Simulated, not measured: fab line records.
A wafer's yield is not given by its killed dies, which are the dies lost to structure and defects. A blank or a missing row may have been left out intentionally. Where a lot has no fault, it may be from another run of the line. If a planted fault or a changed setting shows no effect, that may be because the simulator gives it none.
Matching of chambers    flow n5_finfet    N5_FIN_SAQP_FIN_ETCH_36 on rie_si-01 has 4 sister chambers
The step etches the open film in HBr/Cl2/O2, target depth 120 nm, time 50.4 s. 4 wafers are shown with their chamber, then 11 later ones without.

WAFERS, EACH WITH ITS CHAMBER
wafer   chamber  drypump_motor_current_A (A)
L086.5  3        5.9
L087.2  0        6.1
L087.6  1        5.5
L088.2  2        5.5

WAFERS WITH NO CHAMBER GIVEN
wafer   drypump_motor_current_A (A)
L088.3  6.1
L088.4  5.8
L091.2  5.8
L091.5  5.9
L091.6  5.5
L095.2  6.1
L095.5  5.8
L095.6  5.5
L097.3  5.5
L097.4  5.8
L097.5  5.8

EACH ONE'S CHAMBER
wafer   from the rows above      in truth
L088.3  0                        0
L088.4  3                        3
L091.2  3                        3
L091.5  3                        3
L091.6  can't be placed: 1 or 2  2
L095.2  0                        0
L095.5  3                        3
L095.6  can't be placed: 1 or 2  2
L097.3  can't be placed: 1 or 2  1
L097.4  3                        3
L097.5  3                        3
8 of 11 placed correctly. Unplaceable from these rows: 3, with the true chamber sitting among the candidates in 3. Placed wrongly: 0.
How it was worked out, from the rows above alone: a wafer's distance from a chamber is the root of the sum, over the readings, of the square of ((its reading less the chamber's mean) divided by the reading's scatter). If the next closest chamber is less than 2 further off than the closest, the wafer can't be placed; otherwise it belongs to the closest. The mean given for a chamber averages the wafers shown for that chamber. The scatter: with one shown wafer a chamber, the root of the mean of the squares of how far each hidden wafer lies from its nearest shown one.
